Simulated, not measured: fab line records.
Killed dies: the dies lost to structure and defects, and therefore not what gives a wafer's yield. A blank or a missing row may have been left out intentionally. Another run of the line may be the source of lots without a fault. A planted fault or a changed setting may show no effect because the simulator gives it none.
Which tool did it? :: flow nand-harc :: 13 lots, 39 wafers sampled, at 5 steps of a route of 1302

## WHAT THE GAUGES READ, wafer by wafer
NHARC_END_SORT_01. Usual: killed-at-array 61, standard deviation 24; killed-at-other 1.2, standard deviation 1.3; killed-at-periphery 3.7, standard deviation 2.6; killed-dies 66, standard deviation 23; killed-open 3.3, standard deviation 1.8; killed-short 2.4, standard deviation 1.6.
lot: L849
measured: day 26 01:55
on: prober-02
killed-at-array: 83 82 84
killed-at-other: 2 1 1
killed-at-periphery: 1 0 3
killed-dies: 86 83 88
killed-open: 4 1 1
killed-short: 5 1 1
flag: 

lot: L853
measured: day 27 06:35
on: prober-02
killed-at-array: 46 58 66
killed-at-other: 1 1 0
killed-at-periphery: 14 4 1
killed-dies: 61 63 67
killed-open: 7 2 4
killed-short: 1 4 4
flag: 

lot: L860
measured: day 30 20:33
on: prober-01
killed-at-array: 57 47 44
killed-at-other: 3 1 3
killed-at-periphery: 6 5 2
killed-dies: 66 53 49
killed-open: 1 3 3
killed-short: 2 1 2
flag: 

## TOOL THAT RAN EACH LOT (tool first, then ch and the chambers of the sampled wafers, then the start)
lot: L848
NHARC_P_BONDPAD_STRIP_15: rie-diel-12 ch 0,2,3, day 7 19:59
NHARC_P_BONDPAD_DEGAS_25: pvd-sputter-03, day 7 20:29
NHARC_A_ZERO_WELL_EXPOSE_07: krf-scanner-04 ch 0, day 7 23:10
NHARC_A_ZERO_WELL_RTA_16: rtp-anneal-02 ch 0, day 8 00:35

lot: L849
NHARC_P_BONDPAD_STRIP_15: rie-diel-12 ch 1,3, day 8 03:28
NHARC_P_BONDPAD_DEGAS_25: pvd-sputter-01, day 8 04:02
NHARC_A_ZERO_WELL_EXPOSE_07: krf-scanner-04 ch 0, day 8 06:41
NHARC_A_ZERO_WELL_RTA_16: rtp-anneal-02 ch 0, day 8 08:08

lot: L851
NHARC_P_BONDPAD_STRIP_15: rie-diel-10 ch 0,2,3, day 8 15:46
NHARC_P_BONDPAD_DEGAS_25: pvd-sputter-02, day 8 16:22
NHARC_A_ZERO_WELL_EXPOSE_07: krf-scanner-04 ch 0, day 8 19:25
NHARC_A_ZERO_WELL_RTA_16: rtp-anneal-01 ch 0, day 8 20:50

lot: L852
NHARC_P_BONDPAD_STRIP_15: rie-diel-01 ch 0,1,3, day 9 01:04
NHARC_P_BONDPAD_DEGAS_25: pvd-sputter-03, day 9 01:37
NHARC_A_ZERO_WELL_EXPOSE_07: krf-scanner-02 ch 0, day 9 04:23
NHARC_A_ZERO_WELL_RTA_16: rtp-anneal-02 ch 0, day 9 05:48

lot: L853
NHARC_P_BONDPAD_STRIP_15: rie-diel-12 ch 0,1,2, day 9 18:17
NHARC_P_BONDPAD_DEGAS_25: pvd-sputter-02, day 9 18:51
NHARC_A_ZERO_WELL_EXPOSE_07: krf-scanner-03 ch 0, day 9 21:51
NHARC_A_ZERO_WELL_RTA_16: rtp-anneal-01 ch 0, day 9 23:17

lot: L855
NHARC_P_BONDPAD_STRIP_15: rie-diel-10 ch 0,2, day 10 17:36
NHARC_P_BONDPAD_DEGAS_25: pvd-sputter-03, day 10 18:09
NHARC_A_ZERO_WELL_EXPOSE_07: krf-scanner-02 ch 0, day 10 20:58
NHARC_A_ZERO_WELL_RTA_16: rtp-anneal-01 ch 0, day 10 22:38

lot: L857
NHARC_P_BONDPAD_STRIP_15: rie-diel-01 ch 0,2,3, day 11 09:40
NHARC_P_BONDPAD_DEGAS_25: pvd-sputter-03, day 11 10:13
NHARC_A_ZERO_WELL_EXPOSE_07: krf-scanner-02 ch 0, day 11 12:58
NHARC_A_ZERO_WELL_RTA_16: rtp-anneal-01 ch 0, day 11 14:24

lot: L858
NHARC_P_BONDPAD_STRIP_15: rie-diel-01 ch 1,2,3, day 11 13:31
NHARC_P_BONDPAD_DEGAS_25: pvd-sputter-02, day 11 14:04
NHARC_A_ZERO_WELL_EXPOSE_07: krf-scanner-02 ch 0, day 11 16:44
NHARC_A_ZERO_WELL_RTA_16: rtp-anneal-02 ch 0, day 11 18:08

lot: L860
NHARC_P_BONDPAD_STRIP_15: rie-diel-01 ch 0,1, day 12 23:19
NHARC_P_BONDPAD_DEGAS_25: pvd-sputter-03, day 12 23:53
NHARC_A_ZERO_WELL_EXPOSE_07: krf-scanner-03 ch 0, day 13 02:38
NHARC_A_ZERO_WELL_RTA_16: rtp-anneal-01 ch 0, day 13 04:03

lot: L865
NHARC_P_BONDPAD_STRIP_15: rie-diel-12 ch 0,3, day 14 17:03
NHARC_P_BONDPAD_DEGAS_25: pvd-sputter-02, day 14 17:36
NHARC_A_ZERO_WELL_EXPOSE_07: krf-scanner-04 ch 0, day 14 20:23
NHARC_A_ZERO_WELL_RTA_16: rtp-anneal-02 ch 0, day 14 21:55

lot: L866
NHARC_P_BONDPAD_STRIP_15: rie-diel-12 ch 0,1,3, day 15 15:02
NHARC_P_BONDPAD_DEGAS_25: pvd-sputter-01, day 15 15:35
NHARC_A_ZERO_WELL_EXPOSE_07: krf-scanner-03 ch 0, day 15 18:19
NHARC_A_ZERO_WELL_RTA_16: rtp-anneal-01 ch 0, day 15 19:46

lot: L868
NHARC_P_BONDPAD_STRIP_15: rie-diel-12 ch 0,1,2, day 15 16:44
NHARC_P_BONDPAD_DEGAS_25: pvd-sputter-02, day 15 17:17
NHARC_A_ZERO_WELL_EXPOSE_07: krf-scanner-03 ch 0, day 15 19:58
NHARC_A_ZERO_WELL_RTA_16: rtp-anneal-02 ch 0, day 15 21:25

lot: L869
NHARC_P_BONDPAD_STRIP_15: rie-diel-10 ch 0,3, day 16 05:18
NHARC_P_BONDPAD_DEGAS_25: pvd-sputter-03, day 16 05:51
NHARC_A_ZERO_WELL_EXPOSE_07: krf-scanner-04 ch 0, day 16 08:38
NHARC_A_ZERO_WELL_RTA_16: rtp-anneal-01 ch 0, day 16 10:03
- NHARC_P_BONDPAD_STRIP_15: strips in O2.
- NHARC_P_BONDPAD_DEGAS_25: time 60 s.
- NHARC_A_ZERO_WELL_EXPOSE_07: exposes mask A ZERO.
- NHARC_A_ZERO_WELL_RTA_16: time 10 s.

## WHAT THE TOOLS THEMSELVES READ (means of the sampled wafers that have a number; where no wafer has one, the mark that the record gives instead)
NHARC_P_BONDPAD_STRIP_15. Usual: drypump-motor-current-A 5.7 A, standard deviation 0.32; oes-product-au 0.997 a.u., standard deviation 0.012; rf-vpp-V 58.0 V, standard deviation 0.93; showerhead-plenum-p-Torr 3.61 Torr, standard deviation 0.15; throttle-valve-pct 17.037 %, standard deviation 0.009.
lot: L848
tool: rie-diel-12
drypump-motor-current-A (A): 5.7
oes-product-au (a.u.): 1.004
rf-vpp-V (V): 58.3
showerhead-plenum-p-Torr (Torr): 3.73
throttle-valve-pct (%): 17.039
flag: 

lot: L849
tool: rie-diel-12
drypump-motor-current-A (A): 5.7
oes-product-au (a.u.): 0.994
rf-vpp-V (V): 57.2
showerhead-plenum-p-Torr (Torr): 3.63
throttle-valve-pct (%): 17.038
flag: 

lot: L851
tool: rie-diel-10
drypump-motor-current-A (A): 5.7
oes-product-au (a.u.): 0.987
rf-vpp-V (V): 58.0
showerhead-plenum-p-Torr (Torr): 3.68
throttle-valve-pct (%): 17.034
flag: 

lot: L852
tool: rie-diel-01
drypump-motor-current-A (A): 5.8
oes-product-au (a.u.): 0.999
rf-vpp-V (V): 57.5
showerhead-plenum-p-Torr (Torr): 3.56
throttle-valve-pct (%): 17.042
flag: 

lot: L853
tool: rie-diel-12
drypump-motor-current-A (A): 5.6
oes-product-au (a.u.): 1.004
rf-vpp-V (V): 58.2
showerhead-plenum-p-Torr (Torr): 3.60
throttle-valve-pct (%): 17.047
flag: 

lot: L855
tool: rie-diel-10
drypump-motor-current-A (A): 5.8
oes-product-au (a.u.): 0.983
rf-vpp-V (V): 58.5
showerhead-plenum-p-Torr (Torr): 3.67
throttle-valve-pct (%): 17.035
flag: 

lot: L857
tool: rie-diel-01
drypump-motor-current-A (A): 5.5
oes-product-au (a.u.): 1.005
rf-vpp-V (V): 57.8
showerhead-plenum-p-Torr (Torr): 3.57
throttle-valve-pct (%): 17.036
flag: 

lot: L858
tool: rie-diel-01
drypump-motor-current-A (A): 5.6
oes-product-au (a.u.): 0.992
rf-vpp-V (V): 58.0
showerhead-plenum-p-Torr (Torr): 3.50
throttle-valve-pct (%): 17.030
flag: 

lot: L860
tool: rie-diel-01
drypump-motor-current-A (A): 6.0
oes-product-au (a.u.): 1.001
rf-vpp-V (V): 58.2
showerhead-plenum-p-Torr (Torr): 3.53
throttle-valve-pct (%): 17.037
flag: 

lot: L865
tool: rie-diel-12
drypump-motor-current-A (A): 6.1
oes-product-au (a.u.): 0.987
rf-vpp-V (V): 57.8
showerhead-plenum-p-Torr (Torr): 3.72
throttle-valve-pct (%): 17.033
flag: 

lot: L866
tool: rie-diel-12
drypump-motor-current-A (A): 5.8
oes-product-au (a.u.): 1.000
rf-vpp-V (V): 58.0
showerhead-plenum-p-Torr (Torr): 3.61
throttle-valve-pct (%): 17.039
flag: 

lot: L868
tool: rie-diel-12
drypump-motor-current-A (A): 5.6
oes-product-au (a.u.): 1.019
rf-vpp-V (V): 57.1
showerhead-plenum-p-Torr (Torr): 3.60
throttle-valve-pct (%): 17.034
flag: 

lot: L869
tool: rie-diel-10
drypump-motor-current-A (A): 5.7
oes-product-au (a.u.): 1.000
rf-vpp-V (V): 58.0
showerhead-plenum-p-Torr (Torr): 3.75
throttle-valve-pct (%): 17.046
flag: 

NHARC_P_BONDPAD_DEGAS_25. Usual: heater-power-w reads 473 W (standard deviation 48).
lot: L848
tool: pvd-sputter-03
heater-power-w (W): 473
flag: 

lot: L849
tool: pvd-sputter-01
heater-power-w (W): 468
flag: 

lot: L851
tool: pvd-sputter-02
heater-power-w (W): 518
flag: 

lot: L852
tool: pvd-sputter-03
heater-power-w (W): 458
flag: 

lot: L853
tool: pvd-sputter-02
heater-power-w (W): 509
flag: 

lot: L855
tool: pvd-sputter-03
heater-power-w (W): 429
flag: 

lot: L857
tool: pvd-sputter-03
heater-power-w (W): 466
flag: 

lot: L858
tool: pvd-sputter-02
heater-power-w (W): 528
flag: 

lot: L860
tool: pvd-sputter-03
heater-power-w (W): 457
flag: 

lot: L865
tool: pvd-sputter-02
heater-power-w (W): 535
flag: 

lot: L866
tool: pvd-sputter-01
heater-power-w (W): 458
flag: 

lot: L868
tool: pvd-sputter-02
heater-power-w (W): 509
flag: 

lot: L869
tool: pvd-sputter-03
heater-power-w (W): 461
flag: 

NHARC_A_ZERO_WELL_EXPOSE_07. Usual: exposure-dose-mJ-cm2 reads 33.82 (standard deviation 0.037).
lot: L848
tool: krf-scanner-04
exposure-dose-mJ-cm2: 33.84
flag: 

lot: L849
tool: krf-scanner-04
exposure-dose-mJ-cm2: 33.85
flag: 

lot: L851
tool: krf-scanner-04
exposure-dose-mJ-cm2: 33.89
flag: 

lot: L852
tool: krf-scanner-02
exposure-dose-mJ-cm2: 33.78
flag: 

lot: L853
tool: krf-scanner-03
exposure-dose-mJ-cm2: 33.78
flag: 

lot: L855
tool: krf-scanner-02
exposure-dose-mJ-cm2: 33.81
flag: 

lot: L857
tool: krf-scanner-02
exposure-dose-mJ-cm2: 35.33
flag: OFF

lot: L858
tool: krf-scanner-02
exposure-dose-mJ-cm2: 34.97
flag: OFF

lot: L860
tool: krf-scanner-03
exposure-dose-mJ-cm2: 33.80
flag: 

lot: L865
tool: krf-scanner-04
exposure-dose-mJ-cm2: 33.84
flag: 

lot: L866
tool: krf-scanner-03
exposure-dose-mJ-cm2: 33.86
flag: 

lot: L868
tool: krf-scanner-03
exposure-dose-mJ-cm2: 33.81
flag: 

lot: L869
tool: krf-scanner-04
exposure-dose-mJ-cm2: 33.84
flag: 

NHARC_A_ZERO_WELL_RTA_16. Usual: lamp-power-pct 28.8 %, standard deviation 1.7; lamp_zone_4_pct 28.8 %, standard deviation 1.7; wafer_temp_C_max 1005.5, standard deviation 1.2.
lot: L848
tool: rtp-anneal-02
lamp-power-pct (%): 30.7
lamp_zone_4_pct (%): 30.7
wafer_temp_C_max: 1005.2
flag: 

lot: L849
tool: rtp-anneal-02
lamp-power-pct (%): 30.7
lamp_zone_4_pct (%): 30.7
wafer_temp_C_max: 1004.5
flag: 

lot: L851
tool: rtp-anneal-01
lamp-power-pct (%): 27.2
lamp_zone_4_pct (%): 27.2
wafer_temp_C_max: 1004.6
flag: 

lot: L852
tool: rtp-anneal-02
lamp-power-pct (%): 30.6
lamp_zone_4_pct (%): 30.6
wafer_temp_C_max: 1005.7
flag: 

lot: L853
tool: rtp-anneal-01
lamp-power-pct (%): 27.2
lamp_zone_4_pct (%): 27.3
wafer_temp_C_max: 1005.8
flag: 

lot: L855
tool: rtp-anneal-01
lamp-power-pct (%): 27.3
lamp_zone_4_pct (%): 27.2
wafer_temp_C_max: 1004.9
flag: 

lot: L857
tool: rtp-anneal-01
lamp-power-pct (%): 27.2
lamp_zone_4_pct (%): 27.2
wafer_temp_C_max: 1004.5
flag: 

lot: L858
tool: rtp-anneal-02
lamp-power-pct (%): 30.7
lamp_zone_4_pct (%): 30.7
wafer_temp_C_max: 1006.5
flag: 

lot: L860
tool: rtp-anneal-01
lamp-power-pct (%): 27.2
lamp_zone_4_pct (%): 27.3
wafer_temp_C_max: 1005.7
flag: 

lot: L865
tool: rtp-anneal-02
lamp-power-pct (%): 30.7
lamp_zone_4_pct (%): 30.7
wafer_temp_C_max: 1007.1
flag: 

lot: L866
tool: rtp-anneal-01
lamp-power-pct (%): 27.3
lamp_zone_4_pct (%): 27.3
wafer_temp_C_max: 1006.5
flag: 

lot: L868
tool: rtp-anneal-02
lamp-power-pct (%): 30.7
lamp_zone_4_pct (%): 30.7
wafer_temp_C_max: 1006.3
flag: 

lot: L869
tool: rtp-anneal-01
lamp-power-pct (%): 27.3
lamp_zone_4_pct (%): 27.3
wafer_temp_C_max: 1005.1
flag: 

## THE ANSWER, worked out from the rows above alone
Rule: a lot is off if the mean of its wafers that have a number lies more than 3 standard deviations from the usual mean. A lot without any number at a reading at which 4 lots or more have one is off too. The other lots that the step has rows for count as sound. After the gauges, taken in route order, come the tools' own readings; for these a lot's mean is taken, as printed above. The first step at which some lot is off is used, and at that step the reading that is off furthest; a lot without a number counts as furthest.
Off, at NHARC_A_ZERO_WELL_EXPOSE_07 on exposure-dose-mJ-cm2: L857, L858.
If a tool, at that step or one of the process steps before it, ran each lot that is off and ran no sound lot following the first of them, it fits. One fits: krf-scanner-02 at NHARC_A_ZERO_WELL_EXPOSE_07. A fault onset in the window from L855 (day 10 20:58, its last sound lot) to L857 (day 11 12:58, its first lot off) fits.
On the lots that are off, the tool's own readings at NHARC_A_ZERO_WELL_EXPOSE_07 differ by more than 5 times the standard deviation of the sound lots' means, which bears it out; exposure-dose-mJ-cm2 reads 35.15 there versus 33.83 on the sound lots.

## WHAT WAS PUT IN BY THE SIMULATOR
Drift in process parameters on krf-scanner-02 at NHARC_A_ZERO_WELL_EXPOSE_07, starting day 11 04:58. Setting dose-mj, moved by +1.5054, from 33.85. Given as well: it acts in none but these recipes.
Shown lots that were struck: L857, L858. The same result came from the rule above.
